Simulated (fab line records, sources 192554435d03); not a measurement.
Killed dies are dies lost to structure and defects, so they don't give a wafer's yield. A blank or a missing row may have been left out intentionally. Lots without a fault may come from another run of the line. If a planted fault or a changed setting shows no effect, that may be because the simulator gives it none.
Matching of chambers | flow n5-finfet | N5_BEOL_M15_ETCH_57 on rie-diel-05 has 4 sister chambers
The step etches SOC in N2/H2, time 750 s. 18 wafers are shown with their chamber, then 9 later ones without.

## EACH WAFER AND ITS CHAMBER
wafer  | chamber | showerhead-plenum-p-Torr (Torr) | drypump-motor-current-A (A) | oes-product-au (a.u.)
L076.2 | 2       | 2.51                            | 5.9                         | 0.70
L076.3 | 0       | 2.70                            | 5.4                         | 0.85
L076.5 | 2       | 2.51                            | 5.9                         | 0.70
L081.2 | 1       | 2.53                            | 5.3                         | 0.72
L081.4 | 0       | 2.69                            | 5.4                         | 0.84
L081.5 | 3       | 2.50                            | 5.6                         | 0.65
L085.1 | 0       | 2.69                            | 5.4                         | 0.84
L085.2 | 3       | 2.50                            | 5.6                         | 0.66
L085.6 | 3       | 2.50                            | 5.6                         | 0.66
L087.3 | 3       | 2.50                            | 5.6                         | 0.65
L087.4 | 3       | 2.50                            | 5.6                         | 0.65
L087.5 | 0       | 2.69                            | 5.4                         | 0.84
L084.2 | 1       | 2.53                            | 5.2                         | 0.71
L084.4 | 1       | 2.53                            | 5.2                         | 0.71
L084.6 | 3       | 2.50                            | 5.6                         | 0.66
L090.3 | 1       | 2.53                            | 5.2                         | 0.70
L090.4 | 1       | 2.53                            | 5.3                         | 0.71
L090.5 | 0       | 2.69                            | 5.4                         | 0.83

SIGNATURES (means of the wafers above)
reading                  | chamber 0 | chamber 1 | chamber 2 | chamber 3 | scatter within a chamber
showerhead-plenum-p-Torr | 2.6920    | 2.5300    | 2.5100    | 2.5000    | 0.00239
drypump-motor-current-A  | 5.400     | 5.240     | 5.900     | 5.600     | 0.0293
oes-product-au           | 0.8400    | 0.7100    | 0.7000    | 0.6550    | 0.00627
Rule: a wafer lies at a distance from a chamber equal to the root of the sum of squares, over the readings, of (its reading less the chamber's mean, divided by the reading's scatter). The wafer belongs to the nearest chamber; if the next one is less than 2 further off, it can't be placed. The scatter: take each reading less its chamber's mean, square it, sum over the shown wafers, divide by the number of wafers less the number of chambers, and take the root.

## WAFERS WHOSE CHAMBER IS MISSING
wafer  | showerhead-plenum-p-Torr (Torr) | drypump-motor-current-A (A) | oes-product-au (a.u.)
L091.1 | 2.50                            | 5.6                         | 1.00
L091.2 | 2.53                            | 5.2                         | 0.70
L091.3 | 2.50                            | 5.9                         | 0.93
L094.1 | 2.52                            | 5.2                         | 0.69
L094.5 | 2.68                            | 5.4                         | 0.82
L094.6 | 2.52                            | 5.2                         | 0.69
L096.1 | 2.52                            | 5.2                         | 0.69
L096.2 | 2.68                            | 5.4                         | 0.81
L096.4 | 2.49                            | 5.9                         | 0.90

## CHAMBER TAKEN BY EACH
wafer  | from the rows above     | in truth
L091.1 | can't be placed: 2 or 1 | 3
L091.2 | 1                       | 1
L091.3 | 2                       | 2
L094.1 | 1                       | 1
L094.5 | 0                       | 0
L094.6 | 1                       | 1
L096.1 | 1                       | 1
L096.2 | 0                       | 0
L096.4 | 2                       | 2
Placed correctly: 8 of 9. Can't be placed from these rows: 1 (the true chamber is among the candidates in 0). Wrongly placed: 0.
